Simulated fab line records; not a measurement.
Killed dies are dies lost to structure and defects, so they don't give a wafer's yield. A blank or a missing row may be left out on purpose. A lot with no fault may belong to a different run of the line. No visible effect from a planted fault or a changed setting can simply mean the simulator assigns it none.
Split-lot trial + flow n5 finfet + route with 1938 steps; 7 lots, 21 wafers read

## ON THE SPLIT
At N5_BEOL_M13_COAT_65 (time 60 s, resist thk 350 nm), the setting spin rpm was moved away from the recipe's 1500 rpm on 7 of the 21 wafers read, by -6.9% to +6.5%. This setting was run at the recipe's value on the other wafers.

Reading taken at the split's own step.

## THE READING
SOC_of_BEOL_M13_COAT_65.thk nm (the simulator's own value, which no gauge read), in nm, at N5_BEOL_M13_COAT_65 (time 60 s, resist thk 350 nm). No usual value for it is given in the file. Across the 14 wafers here that went through the recipe, the average is 352.1 nm and the standard deviation 1.3 nm.

| wafer  | tool, chamber at the split | spin rpm as run, rpm | against the recipe | SOC_of_BEOL_M13_COAT_65.thk nm, nm | against lot-mates on the recipe |
|--------|----------------------------|----------------------|--------------------|------------------------------------|---------------------------------|
| L074.1 | litho track-02, 0          | 1397                 | -6.9%              | 362.6                              | +13.2                           |
| L074.2 | litho track-02, 0          | 1500                 | recipe             | 349.4                              | -                               |
| L074.6 | litho track-02, 0          | 1397                 | -6.9%              | 362.4                              | +13.0                           |
| L076.1 | litho track-04, 0          | 1500                 | recipe             | 350                                | -                               |
| L076.3 | litho track-04, 0          | 1598                 | +6.5%              | 338.4                              | -11.6                           |
| L076.6 | litho track-04, 0          | 1598                 | +6.5%              | 339.8                              | -10.2                           |
| L078.3 | litho track-04, 0          | 1500                 | recipe             | 353.2                              | -                               |
| L078.4 | litho track-04, 0          | 1500                 | recipe             | 353.8                              | -                               |
| L078.6 | litho track-04, 0          | 1500                 | recipe             | 354                                | -                               |
| L081.1 | litho track-04, 0          | 1451                 | -3.3%              | 357.8                              | +6.1                            |
| L081.2 | litho track-04, 0          | 1500                 | recipe             | 351.6                              | -                               |
| L081.6 | litho track-04, 0          | 1500                 | recipe             | 351.8                              | -                               |
| L080.1 | litho track-02, 0          | 1500                 | recipe             | 352                                | -                               |
| L080.3 | litho track-02, 0          | 1500                 | recipe             | 352.2                              | -                               |
| L080.5 | litho track-02, 0          | 1500                 | recipe             | 351.8                              | -                               |
| L088.2 | litho track-02, 0          | 1500                 | recipe             | 351.4                              | -                               |
| L088.3 | litho track-02, 0          | 1594                 | +6.3%              | 341                                | -10.4                           |
| L088.5 | litho track-02, 0          | 1594                 | +6.3%              | 340.2                              | -11.2                           |
| L097.2 | litho track-02, 0          | 1500                 | recipe             | 353.4                              | -                               |
| L097.3 | litho track-02, 0          | 1500                 | recipe             | 351.6                              | -                               |
| L097.5 | litho track-02, 0          | 1500                 | recipe             | 352.8                              | -                               |

THE FIT
A straight line over all 21 wafers: SOC_of_BEOL_M13_COAT_65.thk nm changes by -1.76 nm for each +1% of spin rpm; r = -0.98; the points scatter about the line by 1.3 nm.
The same after taking each lot's own level away (the mean of its wafers on the recipe; 21 wafers): -1.78 nm for each +1%; r = -1.00; scatter 0.54 nm.
Per that fit: largest spin rpm move, reading shift of 12 nm.
The lots' own levels span 349.40 to 353.67 nm, that is 3.3 times the standard deviation above.
Hence the lot-to-lot level has little effect on the slope; both slopes agree.
Check: for one of the wafers moved furthest among these (-6.9%), held out of the fit, the line's prediction against its lot-mates is +12.2 nm. Against them it came out at +13.2 nm.

## FURTHER SPLITS ON THESE WAFERS
These wafers also went through other splits before the reading. Each is held against what the fit with the lots' levels taken away leaves over:
| other split on the same wafers    | wafers away from the commonest value | r with SOC_of_BEOL_M13_COAT_65.thk nm (lot level and that fit taken away) |
|-----------------------------------|--------------------------------------|---------------------------------------------------------------------------|
| N5_BEOL_M9_HM_DEP_02 target thk a | 10                                   | +0.36                                                                     |
| N5_BEOL_M9_DESCUM_16 time s       | 8                                    | -0.03                                                                     |
| N5_BEOL_M9_TRENCH_ETCH_37 bias w  | 6                                    | -0.37                                                                     |
| N5_BEOL_M10_COAT_63 spin rpm      | 9                                    | -0.37                                                                     |
| N5_BEOL_M10_PEB_26 peb time s     | 9                                    | -0.24                                                                     |
| N5_BEOL_M12_ILD_DEP_00 time s     | 7                                    | +0.20                                                                     |
| N5_BEOL_M12_PEB_08 peb time s     | 6                                    | -0.27                                                                     |
| N5_BEOL_M12_CMP_49 down force psi | 5                                    | +0.25                                                                     |

## FILE'S OWN FIT
SOC_of_BEOL_M13_COAT_65.thk nm changes by -1.78 nm for each +1% of spin rpm, r = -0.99.
